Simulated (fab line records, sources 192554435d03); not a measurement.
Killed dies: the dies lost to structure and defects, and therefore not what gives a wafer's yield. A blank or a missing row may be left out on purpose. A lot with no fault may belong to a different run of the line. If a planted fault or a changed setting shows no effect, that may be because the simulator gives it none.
Chamber matching | flow n5Finfet | N5_BEOL_M9_DESCUM_33 on rieDiel-04: 4 sister chambers
The step chemistry O2, time 7 s. 4 wafers are shown with their chamber, then 10 later ones without.

## WAFERS WITH THEIR CHAMBER
wafer  | chamber | throttleValvePct (%)
L082.4 | 2       | 20.21
L083.4 | 3       | 21.01
L084.3 | 1       | 20.18
L084.4 | 0       | 20.74

## WAFERS WITHOUT THEIR CHAMBER
wafer  | throttleValvePct (%)
L084.6 | 20.23
L085.2 | 21.01
L085.4 | 20.23
L085.5 | 21.01
L089.1 | 20.26
L089.5 | 20.24
L089.6 | 20.76
L094.1 | 20.72
L094.2 | 20.77
L094.3 | 20.24

## CHAMBER TAKEN BY EACH
wafer  | from the rows above     | in truth
L084.6 | can't be placed: 2 or 1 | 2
L085.2 | 3                       | 3
L085.4 | can't be placed: 2 or 1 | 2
L085.5 | 3                       | 3
L089.1 | can't be placed: 2 or 1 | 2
L089.5 | can't be placed: 2 or 1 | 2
L089.6 | 0                       | 0
L094.1 | 0                       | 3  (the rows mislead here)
L094.2 | 0                       | 0
L094.3 | can't be placed: 2 or 1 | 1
Placed correctly: 4 of 10. From these rows, 5 cannot be placed; in 5 the true chamber is one of the candidates. Number placed wrongly: 1.
How it was worked out, from the rows above alone: a wafer's distance from a chamber is the root of the sum, over the readings, of the square of ((its reading less the chamber's mean) divided by the reading's scatter). The wafer belongs to the nearest chamber; if the next one is less than 2 further off, it can't be placed. For every chamber, the mean is computed from those of its wafers that are shown. The scatter: with one shown wafer a chamber, the root of the mean of the squares of how far each hidden wafer lies from its nearest shown one.
